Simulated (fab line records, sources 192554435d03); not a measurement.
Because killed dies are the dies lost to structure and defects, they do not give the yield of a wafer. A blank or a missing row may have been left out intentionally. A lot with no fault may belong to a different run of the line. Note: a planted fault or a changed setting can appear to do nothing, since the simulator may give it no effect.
Which tool did it? -- flow n5 finfet -- 30 wafers from 10 lots sampled at 5 of the route's 1938 steps

== WHAT EACH GAUGE READ, for each wafer ==
N5_BEOL_M11_OCD_MEAS_38. Usual: trench depth nm reads 147.7 nm (standard deviation 2.6).
lot,measured,on,trench depth nm (nm),flag
L703,day 10 14:53,ocd-01,150.3 143.0 149.0,
L702,day 10 16:47,ocd-02,151.5 150.4 149.5,
L705,day 11 02:22,ocd-02,142.3 148.6 141.9,
L708,day 11 19:13,ocd-02,148.7 154.3 147.5,
L709,day 12 03:22,ocd-01,148.5 146.6 147.6,
L713,day 13 04:25,ocd-02,149.4 142.4 149.4,
L715,day 14 00:41,ocd-02,148.2 150.4 149.8,
L720,day 14 15:00,ocd-01,150.9 149.7 147.6,
L721,day 15 10:04,ocd-01,150.3 149.4 148.9,
L722,day 15 19:10,ocd-01,149.4 153.1 147.2,

N5_BEOL_M12_THK_MEAS_01. Usual: M12_ILD_THK typically reads 660 nm, with standard deviation 7.9.
lot,measured,on,M12_ILD_THK (nm),flag
L703,day 10 18:59,film metro-02,643 656 672,
L702,day 10 20:28,film metro-02,664 670 677,
L705,day 11 05:00,film metro-02,665 650 680,
L708,day 11 21:43,film metro-02,652 669 669,
L709,day 12 06:43,film metro-02,645 660 665,
L713,day 13 09:37,film metro-02,647 659 664,
L715,day 14 03:06,film metro-02,661 703 707,OFF
L720,day 14 19:20,film metro-02,663 663 672,
L721,day 15 12:56,film metro-01,647 658 669,
L722,day 15 23:14,film metro-02,652 661 666,

== EACH LOT AND THE TOOL THAT RAN IT (in order: tool; ch and the chambers of the sampled wafers; start) ==
lot,N5_BEOL_M11_CURE_72,N5_BEOL_M11_PRE_CLEAN_45,N5_BEOL_M12_ILD_DEP_00
L703,"uv cure-02 ch 1, day 10 15:05","pvd sputter-01, day 10 16:31","pecvd-03 ch 0,1,2, day 10 18:52"
L702,"uv cure-01 ch 2, day 10 17:12","pvd sputter-02, day 10 18:19","pecvd-01 ch 1,2, day 10 20:20"
L705,"uv cure-03 ch 0, day 11 02:40","pvd sputter-03, day 11 03:01","pecvd-04 ch 0,1,2, day 11 04:52"
L708,"uv cure-03 ch 1, day 11 19:28","pvd sputter-03, day 11 19:48","pecvd-04 ch 0,1,2, day 11 21:35"
L709,"uv cure-02 ch 1, day 12 03:34","pvd sputter-02, day 12 04:20","pecvd-03 ch 0,1,2, day 12 06:35"
L713,"uv cure-01 ch 0, day 13 04:56","pvd sputter-02, day 13 05:19","pecvd-03 ch 1,2, day 13 09:29"
L715,"uv cure-01 ch 2, day 14 00:53","pvd sputter-03, day 14 01:25","pecvd-04 ch 0,1, day 14 02:58"
L720,"uv cure-02 ch 0, day 14 15:29","pvd sputter-03, day 14 17:17","pecvd-01 ch 0,1,2, day 14 19:15"
L721,"uv cure-02 ch 1, day 15 10:19","pvd sputter-03, day 15 10:40","pecvd-03 ch 0,1,2, day 15 12:47"
L722,"uv cure-02 ch 0, day 15 19:22","pvd sputter-02, day 15 20:52","pecvd-01 ch 1,2, day 15 23:07"
- N5_BEOL_M11_CURE_72: cures SiCOH lowk, time 120 s.
- N5_BEOL_M11_PRE_CLEAN_45: time 30 s.
- N5_BEOL_M12_ILD_DEP_00: deposits SiOC from DEMS/O2, target thk 658.92 nm, time 130.7 s.

== WHAT THE TOOLS THEMSELVES READ (means of the sampled wafers that have a number; where no wafer has one, the mark that the record gives instead) ==
N5_BEOL_M11_CURE_72. Usual: lamp power pct 52.32 %, standard deviation 0.053; wafer_temp_C_max 371.7, standard deviation 0.63.
lot,tool,lamp power pct (%),wafer_temp_C_max,flag
L703,uv cure-02,52.33,371.3,
L702,uv cure-01,52.31,372.3,
L705,uv cure-03,52.35,372.1,
L708,uv cure-03,52.35,371.1,
L709,uv cure-02,52.31,371.3,
L713,uv cure-01,52.28,372.1,
L715,uv cure-01,52.30,371.4,
L720,uv cure-02,52.33,372.7,
L721,uv cure-02,52.32,371.4,
L722,uv cure-02,52.32,373.3,

N5_BEOL_M11_PRE_CLEAN_45. Usual: heater power w reads 354 W (standard deviation 44).
lot,tool,heater power w (W),flag
L703,pvd sputter-01,363,
L702,pvd sputter-02,319,
L705,pvd sputter-03,356,
L708,pvd sputter-03,387,
L709,pvd sputter-02,385,
L713,pvd sputter-02,352,
L715,pvd sputter-03,328,
L720,pvd sputter-03,336,
L721,pvd sputter-03,340,
L722,pvd sputter-02,416,

N5_BEOL_M12_ILD_DEP_00. Usual: heater power w 452 W, standard deviation 49; showerhead plenum p Torr 5.695 Torr, standard deviation 0.012; throttle valve pct 12.1 %, standard deviation 0.78.
lot,tool,heater power w (W),showerhead plenum p Torr (Torr),throttle valve pct (%),flag
L703,pecvd-03,430,5.700,11.8,
L702,pecvd-01,499,5.713,13.4,
L705,pecvd-04,436,5.691,11.6,
L708,pecvd-04,410,5.688,11.6,
L709,pecvd-03,488,5.701,12.0,
L713,pecvd-03,482,5.701,11.7,
L715,pecvd-04,418,5.689,12.3,
L720,pecvd-01,501,5.701,13.0,
L721,pecvd-03,467,5.694,12.1,
L722,pecvd-01,540,5.701,12.7,

== THE ANSWER, worked out from the rows above alone ==
Rule: a lot counts as off when the mean over its wafers that have a number is more than 3 standard deviations away from the usual mean. Also off: a lot with no number at a reading for which 4 or more lots have one. The other lots that the step has rows for count as sound. Order of review: gauges by route order, followed by the tools' own readings, for which a lot's mean as printed above is used. The first step at which some lot is off is used, and at that step the reading that is off furthest; a lot without a number counts as furthest.
Off: L715, at N5_BEOL_M12_THK_MEAS_01 (M12_ILD_THK).
If a tool, at a process step before that reading, ran all the lots that are off and no sound lot after the first of them, it fits. Those tools and the gauges at N5_BEOL_M12_THK_MEAS_01 are tried in the same way. Undecided on this evidence; 2 tools fit (uv cure-01 at N5_BEOL_M11_CURE_72, pecvd-04 at N5_BEOL_M12_ILD_DEP_00).

== WHAT WAS PUT IN BY THE SIMULATOR ==
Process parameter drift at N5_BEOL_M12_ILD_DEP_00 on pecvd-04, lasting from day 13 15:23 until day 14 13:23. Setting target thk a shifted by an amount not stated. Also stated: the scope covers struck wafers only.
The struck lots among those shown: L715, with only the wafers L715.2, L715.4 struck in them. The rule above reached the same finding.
